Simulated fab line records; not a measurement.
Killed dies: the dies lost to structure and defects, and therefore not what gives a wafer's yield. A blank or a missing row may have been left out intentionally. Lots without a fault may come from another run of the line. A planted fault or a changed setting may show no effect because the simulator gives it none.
fab line records	flow nand-harc	part 2 of 2: steps 5 to 6 of 6
record: lots: 22	wafers: 66	last-day: 24
route steps=1159 shown P_STI@88 P_GATE@187 P_M0@284 P_M1@311 P_M2@332
lots untouched by any fault: they come from a run of this same line in which no faults occurred
start-h: hours from the record's opening day to when the first of the lot's shown wafers began	wait-h: hours since the lot's step before	" same as the row above	L1.1+2: one row covering several wafers at once	- no value, or no start given	* or withheld: withheld	< > ~ a bound
route shown NAME@n: a module of which the file shows steps, and the number in the route of the first	usual: mean and standard deviation over wafers with no fault	same: alike in all rows	chamber/n: place in a boat	sites: the reading at each site	_std_site: their standard deviation	_edge_site: outer sites' mean less inner sites'	radius-mm: for every site, how far away it sits from the centre of the wafer	mask NAME#n: copy n	behind: the last tool/chamber to shape the wafer	hold: why the lot was held/for how many hours/how that ended	device: the transistor (n, p or np) that didn't switch	end of line: tests of these same wafers at the route's end	step lacking rows: just its recipe	killed: dies that structure and defects cost at the first sort, which is not the same as the wafer's yield	map: a wafer's dies, x killed, . not, _ none there
set.NAME: the setting that was run; set.NAME@STEP: the one run at that earlier step	model.NAME: the simulator's own value behind a step, which no gauge read
one table for each step of the route and one row for each wafer, over a sample of lots
services: when a tool's chamber went out of use (start-h, in hours from the record's first day, below 0 if earlier), for how many hours, and the reason
== steps ==
step: NHARC_P_M1_CMP_23
recipe: t-overpolish-s: 20	target-thk-nm: 157.82
usual: motor-current-A: 12.2/1.2	pad-life-wafers: 295/170	time-to-endpoint-s: 29.8/2.4
lot.wafer	tool	chamber	start-h	wait-h	motor-current-A	pad-life-wafers	time-to-endpoint-s
L076.1	cmp-04	3	143.32	-	11.6	174	29.2
L076.5	"	3	"	"	11.8	-	31.0
L076.6	"	0	"	"	13.2	-	33.5
L075.4	cmp-02	2	143.82	-	9.7	48	30.9
L075.3	"	3	"	"	13.9	49	27.4
L075.6	"	2	"	"	9.6	-	32.3
L077.1	cmp-04	3	144.20	-	12.0	182	34.5
L077.5	"	1	"	"	11.3	-	30.4
L077.6	"	2	"	"	12.2	-	31.5
L078.1	cmp-01	2	149.89	-	12.2	343	29.8
L078.2	"	3	"	"	12.2	344	31.6
L078.4	"	0	"	"	13.9	345	32.5
L079.2	cmp-04	0	154.48	-	14.1	248	33.0
L079.1	"	1	"	"	10.9	249	32.2
L079.6	"	2	"	"	12.0	-	29.7
L080.3	cmp-02	2	159.43	-	9.2	175	30.6
L080.1	"	3	"	"	13.8	176	29.6
L080.6	"	2	"	"	10.5	-	31.7
L081.2	cmp-01	2	160.78	-	11.6	410	29.2
L081.1	"	3	"	"	13.5	411	33.1
L081.6	"	0	"	"	14.2	-	33.9
L084.1	cmp-04	3	184.86	-	11.7	422	30.4
L084.2	"	0	"	"	12.3	423	31.5
L084.5	"	1	"	"	11.2	-	30.5
L083.1	cmp-04	2	192.87	-	12.5	450	24.2
L083.3	"	3	"	"	11.9	451	27.3
L083.6	"	2	"	"	11.6	-	26.4
L085.1	cmp-04	3	200.15	-	11.7	505	29.6
L085.4	"	0	"	"	13.6	506	27.9
L085.6	"	3	"	"	12.6	-	29.9
L088.2	cmp-01	1	200.51	-	11.4	91	32.5
L088.3	"	3	"	"	12.7	93	32.2
L088.6	"	0	"	"	14.4	-	31.3
L086.1	cmp-04	0	201.26	-	13.0	519	31.5
L086.6	"	1	"	"	11.6	-	28.3
L086.5	"	2	"	"	11.8	-	26.6
L087.4	cmp-02	1	214.02	-	12.3	480	27.2
L087.3	"	2	"	"	9.3	481	30.3
L087.1	"	3	"	"	13.6	482	27.6
L089.1	cmp-02	3	219.23	-	14.3	522	28.6
L089.6	"	3	"	"	13.6	-	26.0
L089.5	"	0	"	"	11.5	-	31.1
L090.4	cmp-01	3	221.02	-	13.4	234	30.8
L090.5	"	3	"	"	12.9	-	30.8
L090.6	"	0	"	"	14.3	-	29.5
L091.1	cmp-02	1	231.27	-	12.8	7	26.9
L091.4	"	2	"	"	9.4	8	31.0
L091.3	"	3	"	"	14.0	9	29.3
L092.4	cmp-02	3	231.87	-	14.2	13	26.2
L092.6	"	2	"	"	10.0	-	26.9
L092.5	"	3	"	"	14.2	-	27.3
L093.1	cmp-01	1	239.08	-	11.6	342	31.6
L093.4	"	2	"	"	11.8	343	25.4
L093.3	"	0	"	"	14.1	345	30.2
L094.4	cmp-04	3	239.57	-	12.1	188	30.9
L094.5	"	1	"	"	11.2	-	28.5
L094.6	"	2	"	"	12.8	-	28.7
L095.4	cmp-01	1	257.45	-	11.5	463	33.2
L095.2	"	2	"	"	12.3	464	27.4
L095.1	"	3	"	"	13.8	465	32.2
L096.4	cmp-01	0	257.94	-	14.4	469	32.3
L096.3	"	1	"	"	11.2	470	31.2
L096.6	"	0	"	"	13.4	-	30.2
L097.2	cmp-04	2	264.80	-	12.5	342	27.0
L097.4	"	3	"	"	11.8	343	27.5
L097.1	"	1	"	"	10.8	345	27.4
step: NHARC_P_M2_ETCH_35
recipe: target-depth-a: 400	overetch-a: 120	time-s: 43.94	ion-energy-ev: 200	n2-flow-sccm: 150	h2-flow-sccm: 150	ar-flow-sccm: 0	rf-w: 400	bias-w: 150	chemistry: N2/H2
usual: drypump-motor-current-A: 5.7/0.38	oes-product-au: 0.999/0.011	rf-fwd-power-W: 394.4/2.1	rf-vpp-V: 429.6/2.9	showerhead-plenum-p-Torr: 2.01/0.1	throttle-valve-pct: 14.171/0.0085
lot.wafer	tool	chamber	start-h	wait-h	drypump-motor-current-A	oes-product-au	rf-fwd-power-W	rf-hours-counter-h	rf-vpp-V	showerhead-plenum-p-Torr	throttle-valve-pct
L076.1	rie-diel-13	2	145.59	0.1	6.0	1.007	394.7	6	429.0	1.97	14.164
L076.6	"	1	"	"	5.5	1.000	395.3	-	427.8	1.96	14.177
L076.5	"	2	"	"	6.0	1.007	396.1	-	429.4	1.97	14.175
L075.3	rie-diel-11	2	146.08	0.2	5.6	1.018	392.5	4	427.9	1.93	14.167
L075.4	"	0	"	"	5.6	1.003	396.2	4	425.8	1.90	14.166
L075.6	"	3	"	"	6.1	0.992	396.2	-	434.4	2.19	14.170
L077.1	rie-diel-13	1	146.40	0.1	5.5	0.991	395.8	6	428.5	1.96	14.174
L077.6	"	2	"	"	6.0	1.004	394.6	-	428.1	1.97	14.169
L077.5	"	3	"	"	6.0	1.003	394.7	-	431.5	2.11	14.170
L078.4	rie-diel-13	2	152.03	0.1	6.0	1.007	396.3	8	430.3	1.97	14.174
L078.1	"	3	"	"	5.9	1.006	393.4	8	433.5	2.11	14.169
L078.2	"	1	"	"	5.4	0.993	395.6	8	429.1	1.96	14.177
L079.1	rie-diel-11	1	156.50	0.1	5.5	1.026	391.8	5	431.0	2.06	14.193
L079.2	"	3	"	"	6.1	0.995	398.4	4	433.7	2.19	14.173
L079.6	"	2	"	"	5.6	1.011	391.0	-	427.6	1.93	14.178
L080.3	rie-diel-01	3	161.52	0.1	5.3	0.967	397.3	6	429.4	2.02	14.159
L080.1	"	0	"	"	6.7	0.999	395.9	7	427.0	1.91	14.171
L080.6	"	3	"	"	5.3	0.975	394.2	-	431.5	2.02	14.192
L081.1	rie-diel-01	2	162.85	0.1	6.0	0.984	395.6	8	432.8	2.11	14.164
L081.2	"	3	"	"	5.4	0.976	395.6	7	431.0	2.02	14.169
L081.6	"	2	"	"	6.0	0.981	397.3	-	432.1	2.11	14.183
L084.1	rie-diel-13	1	186.95	0.1	5.4	0.980	396.2	14	428.5	1.96	14.174
L084.2	"	2	"	"	6.0	0.989	396.8	14	427.8	1.97	14.174
L084.5	"	0	"	"	5.2	0.995	394.0	-	427.1	1.94	14.164
L083.1	rie-diel-01	2	194.89	0.1	6.0	1.010	395.1	17	432.6	2.11	14.179
L083.3	"	3	"	"	5.4	0.990	397.4	16	430.3	2.02	14.163
L083.6	"	2	"	"	6.0	1.004	395.2	-	432.9	2.11	14.183
L085.1	rie-diel-11	3	202.32	0.1	6.1	0.980	397.3	0	435.1	2.19	14.180
L085.4	"	0	"	"	5.6	1.010	395.2	0	427.4	1.90	14.176
L085.6	"	3	"	"	6.1	0.996	398.4	-	434.9	2.19	14.188
L088.2	rie-diel-01	3	202.83	0.1	5.4	0.973	397.2	19	429.4	2.02	14.166
L088.3	"	1	"	"	5.1	0.986	395.9	22	427.4	1.94	14.174
L088.6	"	3	"	"	5.4	0.980	395.9	-	428.7	2.02	14.172
L086.1	rie-diel-11	3	203.37	0.1	6.1	1.005	398.4	0	435.6	2.19	14.179
L086.5	"	2	"	"	5.6	1.005	394.1	-	427.5	1.93	14.164
L086.6	"	3	"	"	6.1	1.002	397.4	-	435.1	2.19	14.166
L087.4	rie-diel-11	3	216.17	0.1	6.1	0.996	398.0	1	435.5	2.19	14.161
L087.3	"	1	"	"	5.5	1.021	393.6	1	429.9	2.06	14.162
L087.1	"	2	"	"	5.6	0.999	394.9	1	426.3	1.93	14.160
L089.1	rie-diel-11	2	221.29	0.1	5.6	1.000	393.9	1	427.3	1.93	14.171
L089.5	"	3	"	"	6.1	0.989	397.1	-	434.8	2.19	14.172
L089.6	"	0	"	"	5.6	1.002	394.2	-	426.0	1.90	14.160
L090.4	rie-diel-11	2	223.17	0.1	5.6	0.996	393.0	1	427.1	1.93	14.185
L090.5	"	0	"	"	5.6	1.004	391.6	-	425.2	1.90	14.165
L090.6	"	1	"	"	5.5	1.013	391.9	-	430.0	2.06	14.164
L091.1	rie-diel-11	3	233.37	0.1	6.1	0.994	394.9	1	434.1	2.19	14.167
L091.3	"	1	"	"	5.5	1.017	391.1	1	430.2	2.06	14.166
L091.4	"	2	"	"	5.6	0.996	389.8	1	427.7	1.93	14.172
L092.4	rie-diel-01	2	233.98	0.1	6.0	0.995	396.3	33	433.6	2.11	14.158
L092.6	"	0	"	"	6.7	1.013	398.0	-	426.4	1.90	14.187
L092.5	"	1	"	"	5.1	1.010	393.1	-	428.5	1.93	14.169
L093.1	rie-diel-01	2	241.49	0.1	6.0	0.994	394.9	35	431.9	2.11	14.188
L093.3	"	3	"	"	5.3	0.977	393.9	34	430.2	2.01	14.163
L093.4	"	1	"	"	5.1	1.000	395.9	39	427.9	1.93	14.174
L094.4	rie-diel-13	2	241.90	0.1	6.0	1.007	393.0	26	430.0	1.96	14.169
L094.5	"	1	"	"	5.5	0.988	395.4	-	428.0	1.95	14.163
L094.6	"	2	"	"	5.9	1.002	393.9	-	428.9	1.96	14.180
L095.1	rie-diel-11	0	259.54	0.1	5.6	0.996	393.3	2	426.9	1.90	14.174
L095.4	"	2	"	"	5.6	0.999	391.3	2	427.4	1.93	14.155
L095.2	"	3	"	"	6.1	0.989	394.7	2	434.2	2.19	14.160
L096.4	rie-diel-11	1	259.92	0.1	5.5	1.004	392.9	2	429.5	2.06	14.173
L096.3	"	2	"	"	5.6	0.998	390.8	2	426.4	1.93	14.170
L096.6	"	0	"	"	5.6	0.987	394.7	-	427.6	1.90	14.163
L097.4	rie-diel-11	0	266.95	0.1	5.6	1.001	392.0	2	426.0	1.90	14.162
L097.1	"	1	"	"	5.5	1.001	391.3	2	431.3	2.06	14.167
L097.2	"	2	"	"	5.6	0.997	391.0	2	428.1	1.93	14.178
== services ==
tool	chamber	start-h	hours	kind
rie-diel-13	0	18.94	2.5	repair
rie-diel-11	0	19.40	10.4	repair
rie-diel-13	-	30.90	0.3	repair
rie-si-02	-	34.00	9.0	pm
rie-diel-11	0	36.48	1.2	repair
rie-diel-11	0	48.93	3.5	repair
rie-diel-01	-	52.67	0.7	repair
cmp-04	-	61.93	5.1	repair
rie-si-02	2	71.08	3.7	repair
rie-si-02	1	97.54	5.3	repair
rie-diel-13	-	99.06	9.0	pm
cmp-04	-	105.07	4.0	pm
rie-diel-11	1	122.80	3.4	repair
rie-diel-11	0	128.19	1.5	repair
rie-diel-01	0	136.38	7.9	repair
rie-diel-01	-	137.93	9.0	pm
pecvd-02	-	153.20	13.0	pm
rie-si-02	-	163.11	1.7	repair
rie-diel-10	-	176.50	9.0	pm
cmp-04	-	189.33	1.9	repair
rie-diel-11	-	189.50	9.0	pm
cmp-04	-	203.07	4.0	pm
rie-si-02	-	211.00	9.0	pm
rie-diel-13	-	237.43	0.3	repair
